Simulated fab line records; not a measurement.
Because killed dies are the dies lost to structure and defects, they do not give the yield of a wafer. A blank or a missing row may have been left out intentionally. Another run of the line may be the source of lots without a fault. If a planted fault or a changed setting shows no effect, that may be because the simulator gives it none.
Matching of chambers    flow n5Finfet    3 sister chambers for N5_BEOL_M3_STRIP_19 on rieDiel-01
The step strips in O2. 6 wafers are shown with their chamber, then 6 later ones without.

WAFERS PAIRED WITH THEIR CHAMBERS
wafer   chamber  showerheadPlenumPTorr (Torr)  throttleValvePct (%)
L083.3  0        2.22                          16.65
L085.1  3        2.15                          16.64
L085.2  0        2.22                          16.66
L085.3  2        2.09                          16.86
L088.2  2        2.08                          16.90
L088.3  3        2.15                          16.63

WAFERS MISSING THEIR CHAMBER
wafer   showerheadPlenumPTorr (Torr)  throttleValvePct (%)
L093.5  2.15                          16.66
L093.6  2.21                          16.71
L095.1  2.08                          16.89
L095.6  2.08                          16.90
L097.1  2.21                          16.70
L097.5  2.08                          16.90

THE CHAMBER EACH PASSED THROUGH
wafer   from the rows above  in truth
L093.5  3                    3
L093.6  0                    0
L095.1  2                    2
L095.6  2                    2
L097.1  0                    0
L097.5  2                    2
6 of 6 placed correctly. Can't be placed from these rows: 0. Placed wrongly: 0.
How it was worked out, from the rows above alone: a wafer's distance from a chamber is the root of the sum, over the readings, of the square of ((its reading less the chamber's mean) divided by the reading's scatter). The wafer belongs to the nearest chamber; if the next one is less than 2 further off, it can't be placed. A chamber's mean is the mean of its shown wafers. The scatter: the root of (the sum of the squares of (reading less its chamber's mean) over the shown wafers, divided by (wafers less chambers)).
